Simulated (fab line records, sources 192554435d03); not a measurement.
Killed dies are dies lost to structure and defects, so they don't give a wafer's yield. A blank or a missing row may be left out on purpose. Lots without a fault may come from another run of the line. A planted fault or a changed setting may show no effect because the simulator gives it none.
fab line records | flow n5_finfet
record lots=4 wafers=12 last_day=17
route steps=1938 shown BEOL_M10@1524 BEOL_M11@1536
lots that met no fault: from a run of the same line without faults
start_h: hours from the record's first day to the start of the lot's first wafer shown | wait_h: hours since the lot's step before | " the same as in the row above | L1.1+2: a row that stands for several wafers | - no value, or no start given | * or withheld: withheld | < > ~ a bound
route shown NAME@n: a module of which the file shows steps, and the number in the route of the first | usual: mean/standard deviation of fault-free wafers | same: alike in all rows | chamber/n: place in a boat | sites: the reading at each site | _std_site: their standard deviation | _edge_site: outer sites' mean less inner sites' | radius_mm: how far each site lies from the wafer's centre | mask NAME#n: copy n | behind: the tool/chamber that last shaped the wafer | hold: why the lot was held/for how many hours/how that ended | device: the transistor (n, p or np) that didn't switch | end of line: the same wafers' tests at the end of the route | a step without rows: its recipe alone | killed: dies lost to structure and defects at the first sort, not the wafer's yield | map: a wafer's dies, x killed, . not, _ none there
set.NAME: the setting as run; set.NAME@STEP: as run at that earlier step | model.NAME: the simulator's own value behind a step, which no gauge read
lots at some steps of the route; a table a step, a row a wafer
services: from which hour (start_h, from the record's first day; less than 0 if before it) a tool's chamber was out of use, for how many hours, and why
## steps
# step N5_BEOL_M10_ALD_74
# recipe material=TaN target_thk_a=20 temp_c=275 ald_precursor_family=PDMAT ald_co_reactant=NH3 pressure_torr=3 carrier_flow_sccm=1500 pulse_time_s=2 purge_time_s=3 co_reactant_purge_time_s=2 co_reactant_pulse_time_s=3 ald_cycles=40 precursor_vessel_temp_c=75 precursor_vessel_pressure_torr=26.25 precursor_vessel_carrier_sccm=1000
# step N5_BEOL_M10_SURFACE_TREAT_76
# recipe gas=Ar time_s=* ion_energy_ev=* ion_current_ma_cm2=0.5 pressure_mtorr=* ar_flow_sccm=30
# step N5_BEOL_M10_CVD_75
# recipe material=Co target_thk_a=20 temp_c=withheld precursor=CCTBA/H2 pressure_torr=30 time_s=138.9
# step N5_BEOL_M10_SPUTTER_48
# recipe material=Cu target_thk_a=120 temp_c=-20 bias_v=60 power_w=26000 chamber_pressure_pa=0.13 time_s=2
# step N5_BEOL_M10_ECD_50
# recipe material=Cu target_thk_a=3180
# step N5_BEOL_M10_ANNEAL_51
# recipe temp_c=225 time_s=90 ambient=N2
# step N5_BEOL_M10_CMP_52
# recipe stop_on=SiCOH_lowk t_overpolish_s=7 down_force_psi=1 platen_rpm=50 clearing_platen_down_force_psi=1.5 clearing_platen_rpm=50 post_cmp_clean=cu_alkaline target_thk_nm=140 clearing_platen_pad_velocity_m_s=0.99484 pad_velocity_m_s=0.99484
# step N5_BEOL_M10_PRE_CLEAN_55
# recipe gas=NH3 time_s=15 temp_c=withheld rf_power_w=300
# step N5_BEOL_M10_DEP_56
# recipe material=SiCN target_thk_a=150 temp_c=withheld precursor=3MS/NH3 pressure_torr=3 rf_w=202 time_s=26.5
# step N5_BEOL_M11_ILD_DEP_00
# recipe material=SiCOH_lowk target_thk_a=3085.1 temp_c=300 precursor=DEMS/porogen pressure_torr=5 rf_w=500 time_s=58
# usual heater_power_w=294/49 run_length_s=100.8/0.56 showerhead_plenum_p_Torr=5.739/0.017 throttle_valve_pct=13.9/0.69
# columns lot.wafer tool chamber start_h wait_h heater_power_w run_length_s showerhead_plenum_p_Torr throttle_valve_pct model.SiCOH_lowk_of_BEOL_M11_ILD_DEP_00.thk_nm
L800.1 pecvd-02 1 263.64 0.0 292 100.9 5.745 14.7 295.8
L800.2 " 0 " " 375 100.7 5.734 13.0 305.6
L800.5 " 1 " " 296 101.1 5.745 14.5 303.2
L804.1 pecvd-02 1 277.21 0.0 293 101.3 5.737 14.8 297.8
L804.5 " 0 " " 411 101.2 5.733 13.0 310
L804.6 " 1 " " 300 87.6 5.737 14.7 230.2
L805.2 pecvd-02 0 300.26 0.0 398 100.5 5.747 13.2 301.4
L805.3 " 1 " " 314 87.5 5.747 14.8 229.6
L805.6 " 1 " " 319 86.8 5.738 14.7 228
L816.1 pecvd-03 0 365.90 0.0 299 100.2 5.719 15.3 303.8
L816.3 " 1 " " 294 101.5 5.730 13.8 296.2
L816.5 " 2 " " 273 101.1 5.759 13.8 309.8
# step N5_BEOL_M11_CURE_71
# recipe temp_c=385 time_s=240 ambient=He/Ar material=SiCOH_lowk
# step N5_BEOL_M11_THK_MEAS_01
# recipe reads=SiCOH_lowk_of_BEOL_M11_ILD_DEP_00
# usual M11_ILD_THK=267/5
# columns lot.wafer tool chamber start_h wait_h M11_ILD_THK[nm]
L800.1 film_metro-01 - 264.40 0.4 257
L800.2 " - " " 265
L800.5 " - " " 263
L804.1 film_metro-01 - 278.02 0.4 259
L804.5 " - " " 269
L804.6 " - " " 199
L805.2 film_metro-02 - 301.40 0.4 262
L805.3 " - " " 199
L805.6 " - " " 197
L816.1 film_metro-02 - 366.49 0.4 264
L816.3 " - " " 257
L816.5 " - " " 269
# step N5_BEOL_M11_PECVD_70
# recipe material=SiO2 target_thk_a=200 temp_c=400 precursor=TEOS/O2 pressure_torr=5.5 rf_w=450 teos_flow_sccm=53.8 gas=O2 flow_sccm=3000 time_s=22.7
# step N5_BEOL_M11_HM_DEP_02
# recipe material=TiN target_thk_a=200 temp_c=25 chamber_pressure_pa=0.49996
# step N5_BEOL_M11_COAT_59
# recipe resist=SOC temp_c=250 time_s=60 spin_rpm=1500 resist_thk_nm=100
# step N5_BEOL_M11_COAT_60
# recipe resist=SiARC temp_c=220 time_s=60 spin_rpm=1500 resist_thk_nm=30
# step N5_BEOL_M11_COAT_05
# recipe resist=CAR-ArF spin_rpm=1500 resist_thk_nm=90
# step N5_BEOL_M11_EBR_07
# recipe solvent=PGMEA ebr_width_mm=1.5
# step N5_BEOL_M11_SOFTBAKE_06
# recipe temp_c=110 time_s=60 resist=CAR-ArF
# step N5_BEOL_M11_EXPOSE_08
# recipe mask_id=M11 na=1.35 source_shape=dipole sigma_inner=0.411 sigma_outer=0.611 polarization=te dose_mj=53.75
# step N5_BEOL_M11_PEB_09
# recipe peb_temp_c=withheld peb_time_s=60 resist=CAR-ArF
# step N5_BEOL_M11_DEVELOP_10
# recipe develop_time_s=30 developer=TMAH resist=CAR-ArF rinse_liquid=diw dry=air_spin dev_temp_c=23
# step N5_BEOL_M11_DESCUM_16
# recipe chemistry=O2 time_s=7.9 source_power_w=50 bias_power_w=20 pressure_mtorr=20 rf_frequency_hz=2.712e+07 temp_c=40 resist=CAR-ArF o2_flow_sccm=225
# step N5_BEOL_M11_ETCH_61
# recipe chemistry=CF4 target=SiARC target_depth_a=390 mask_material=CAR-ArF time_s=65 ion_energy_ev=80 pressure_mtorr=40 source_w=545 bias_w=36 Ar_flow_sccm=100 cf4_flow_sccm=100 ends=cleared
# step N5_BEOL_M11_ETCH_62
# recipe chemistry=N2/H2 target=SOC target_depth_a=1100 overetch_a=220 mask_material=SiARC temp_c=40 time_s=165 ion_energy_ev=200 pressure_mtorr=30 source_w=840 bias_w=150 n2_flow_sccm=200 h2_flow_sccm=200
# step N5_BEOL_M11_STRIP_68
# recipe chemistry=N2/H2 temp_c=40 n2_flow_sccm=200 h2_flow_sccm=200 rf_frequency_hz=6e+07
# step N5_BEOL_M11_STRIP_67
# recipe chemistry=CF4 resist=SiARC power_w=300 bias_power_w=75 pressure_mtorr=50 cf4_flow_sccm=150 rf_frequency_hz=6e+07
# step N5_BEOL_M11_HM_OPEN_17
# recipe chemistry=Cl2/BCl3 target_depth_a=200 overetch_a=60 target=TiN mask_material=SOC ion_energy_ev=150 pressure_mtorr=10 icp_w=1000 bias_w=126 Cl2_flow_sccm=53.25 bcl3_flow_sccm=21.75 Ar_flow_sccm=25
# step N5_BEOL_M11_STRIP_19
# recipe chemistry=O2 power_w=400 temp_c=40 pressure_mtorr=30 rf_frequency_hz=6e+07 bias_power_w=0 overash_fraction=0.2 o2_flow_sccm=225
# step N5_BEOL_M11_COAT_63
# recipe resist=SOC temp_c=250 time_s=60 spin_rpm=1500 resist_thk_nm=100
# step N5_BEOL_M11_COAT_64
# recipe resist=SiARC temp_c=220 time_s=60 spin_rpm=1500 resist_thk_nm=30
# step N5_BEOL_M11_COAT_22
# recipe resist=CAR-ArF spin_rpm=1500 resist_thk_nm=90
# step N5_BEOL_M11_EBR_24
# recipe solvent=PGMEA ebr_width_mm=1.5
# step N5_BEOL_M11_SOFTBAKE_23
# recipe temp_c=110 time_s=60 resist=CAR-ArF
# step N5_BEOL_M11_EXPOSE_25
# recipe mask_id=V10 na=1.35 source_shape=annular sigma_inner=0.5 sigma_outer=0.8 polarization=unpolarized dose_mj=85.5
# step N5_BEOL_M11_CMP_52
# recipe stop_on=SiCOH_lowk t_overpolish_s=7 down_force_psi=1 platen_rpm=50 clearing_platen_down_force_psi=1.5 clearing_platen_rpm=50 post_cmp_clean=cu_alkaline target_thk_nm=140 clearing_platen_pad_velocity_m_s=0.99484 pad_velocity_m_s=0.99484
# usual motor_current_A=6.1/0.66
# columns lot.wafer tool chamber start_h wait_h motor_current_A model.SiCOH_lowk_of_BEOL_M11_ILD_DEP_00.thk_nm
L800.2 cmp-04 0 275.93 0.2 5.3 262.4
L800.1 " 2 " " 6.1 253.6
L800.5 " 0 " " 5.4 260.2
L804.1 cmp-04 0 284.79 0.3 5.7 255.6
L804.5 " 2 " " 6.3 266.2
L804.6 " 3 " " 6.6 196.2
L805.2 cmp-03 2 310.51 0.3 6.4 258.8
L805.3 " 0 " " 6.8 195.6
L805.6 " 2 " " 6.8 194.2
L816.3 cmp-01 0 372.87 0.2 6.5 254
L816.1 " 1 " " 5.7 261
L816.5 " 3 " " 6.5 266.2
## services
# columns tool chamber start_h hours kind
cmp-03 - 242.52 1.3 repair
cmp-03 - 248.23 5.1 pm
cmp-04 - 251.09 0.8 repair
cmp-01 - 252.04 3.5 pm
pecvd-03 1 263.80 5.5 scheduled_down
pecvd-02 2 276.84 2.1 scheduled_down
cmp-03 - 278.24 1.5 repair
pecvd-02 2 283.41 20.6 repair
pecvd-03 - 290.28 1.3 repair
pecvd-03 2 309.90 2.1 scheduled_down
cmp-01 - 312.84 4.0 pm
cmp-01 - 316.84 - consumable_replace:conditioner
cmp-01 - 316.84 - consumable_replace:pad
cmp-03 - 318.26 3.4 pm
cmp-01 - 331.15 0.4 repair
cmp-01 - 335.30 2.6 repair
cmp-03 - 347.56 3.1 repair
cmp-04 - 356.88 4.0 pm
cmp-04 - 360.88 - consumable_replace:conditioner
cmp-04 - 360.88 - consumable_replace:pad
## key
first_sign step=N5_BEOL_M11_ILD_DEP_00 reading=run_length_s direction=down sigmas=24 usual=* struck=*
effect step=N5_BEOL_M11_THK_MEAS_01 reading=M11_ILD_THK direction=down sigmas=14 usual=267 struck=198
model_effect step=N5_BEOL_M11_ILD_DEP_00 value=SiCOH_lowk_of_BEOL_M11_ILD_DEP_00.thk_nm without=302.4 struck=229.3
model_effect step=N5_BEOL_M11_CMP_52 value=SiCOH_lowk_of_BEOL_M11_ILD_DEP_00.thk_nm without=259.7 struck=195.3
met_at N5_BEOL_M11_ILD_DEP_00
struck_wafers L804.6,L805.3,L805.6
onset_between 263.64 277.21
fault kind=process_parameter_drift tool=pecvd-02 chamber=- onset_h=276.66 steps=N5_BEOL_M11_ILD_DEP_00 channel=time_s offset=* shape=step end_h=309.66 scope=struck_wafers_only acts_in=* stated=*
